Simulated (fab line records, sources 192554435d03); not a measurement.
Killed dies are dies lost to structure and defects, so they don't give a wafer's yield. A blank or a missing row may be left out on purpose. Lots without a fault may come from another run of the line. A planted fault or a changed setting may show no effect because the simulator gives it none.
Split-lot experiment | flow n5_finfet | 7 lots, 21 wafers read, on a route of 1938 steps

THE SPLIT
At N5_MIM_BOT_LITHO_EXPOSE_05 (exposes mask MIM BOT), the setting dose_mj was moved away from the recipe's 24.25 on 7 of the 21 wafers read, by -7.0% to +7.4%. The other wafers ran this setting at the recipe's value.

FROM THE SPLIT TO THE READING: what the file shows between them, 3 steps
- N5_MIM_BOT_LITHO_PEB_06
- N5_MIM_BOT_LITHO_DEVELOP_07: develop time 60 s
- N5_MIM_BOT_LITHO_HARDBAKE_09: time 120 s

THE READING
cd_nm, in nm, at N5_MIM_BOT_LITHO_CD_MEAS_08 (target cd 3000 nm). Fault-free wafers of this fab line usually give 3000.2 nm, standard deviation 1.5 nm.

wafer  | tool, chamber at the split | dose_mj as run | against the recipe | cd_nm, nm | against lot-mates on the recipe
L081.1 | krf_scanner-01, 0          | 25.92          | +6.9%              | 3011.6    | +12.4
L081.2 | krf_scanner-01, 0          | 24.25          | recipe             | 2998.6    | -
L081.6 | krf_scanner-01, 0          | 24.25          | recipe             | 2999.8    | -
L083.1 | krf_scanner-02, 0          | 24.25          | recipe             | 3003.9    | -
L083.2 | krf_scanner-02, 0          | 22.55          | -7.0%              | 2988.5    | -15.4
L083.4 | krf_scanner-02, 0          | 22.55          | -7.0%              | 2987.4    | -16.5
L088.1 | krf_scanner-01, 0          | 26.04          | +7.4%              | 3013.9    | +12.6
L088.5 | krf_scanner-01, 0          | 26.04          | +7.4%              | 3013.3    | +12.0
L088.6 | krf_scanner-01, 0          | 24.25          | recipe             | 3001.3    | -
L091.2 | krf_scanner-02, 0          | 24.25          | recipe             | 3000.6    | -
L091.3 | krf_scanner-02, 0          | 25.17          | +3.8%              | 3007.5    | +7.3
L091.5 | krf_scanner-02, 0          | 24.25          | recipe             | 2999.8    | -
L090.2 | krf_scanner-02, 0          | 24.25          | recipe             | 2999.8    | -
L090.3 | krf_scanner-02, 0          | 24.25          | recipe             | 2999.2    | -
L090.4 | krf_scanner-02, 0          | 22.72          | -6.3%              | 2988.5    | -11.0
L093.2 | krf_scanner-01, 0          | 24.25          | recipe             | 2997.2    | -
L093.3 | krf_scanner-01, 0          | 24.25          | recipe             | 2997.6    | -
L093.4 | krf_scanner-01, 0          | 24.25          | recipe             | 2999.0    | -
L092.3 | krf_scanner-01, 0          | 24.25          | recipe             | 2999.2    | -
L092.4 | krf_scanner-01, 0          | 24.25          | recipe             | 2998.7    | -
L092.6 | krf_scanner-01, 0          | 24.25          | recipe             | 3000.5    | -

THE FIT
A straight line over all 21 wafers: cd_nm changes by +1.79 nm for each +1% of dose_mj; r = +0.98; the points scatter about the line by 1.4 nm.
The same after taking each lot's own level away (the mean of its wafers on the recipe; 21 wafers): +1.91 nm for each +1%; r = +0.99; scatter 1.1 nm.
On that fit, the largest move of dose_mj shifts the reading by 14 nm.
The lots' own levels span 2997.93 to 3003.90 nm, that is 4.0 times the standard deviation above.
So the lot-to-lot level changes the slope little: the two slopes agree.
Check: with one of the wafers moved furthest among these (+7.4%) left out of the fit, the line predicts +14 nm for it against its lot-mates. It came out at +12.6 nm against them.

OTHER SPLITS ON THESE WAFERS
These wafers also went through other splits before the reading. Each is held against what the fit with the lots' levels taken away leaves over:
other split on the same wafers | wafers away from the commonest value | r with cd_nm (lot level and that fit taken away)
N5_BEOL_M12_COAT_04 spin_rpm   | 7                                    | -0.12
N5_BEOL_M13_EXPOSE_07 dose_mj  | 6                                    | +0.04
N5_BEOL_M13_ETCH_59 time_s     | 8                                    | -0.24
N5_BEOL_M14_SPUTTER_43 power_w | 9                                    | +0.13
N5_BEOL_M14_DEP_53 time_s      | 8                                    | +0.31
N5_BEOL_M15_EXPOSE_25 dose_mj  | 9                                    | -0.14
N5_BEOL_M15_PEB_26 peb_time_s  | 6                                    | +0.23

THE FILE'S OWN FIT
cd_nm changes by +1.88 nm for each +1% of dose_mj, r = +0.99.
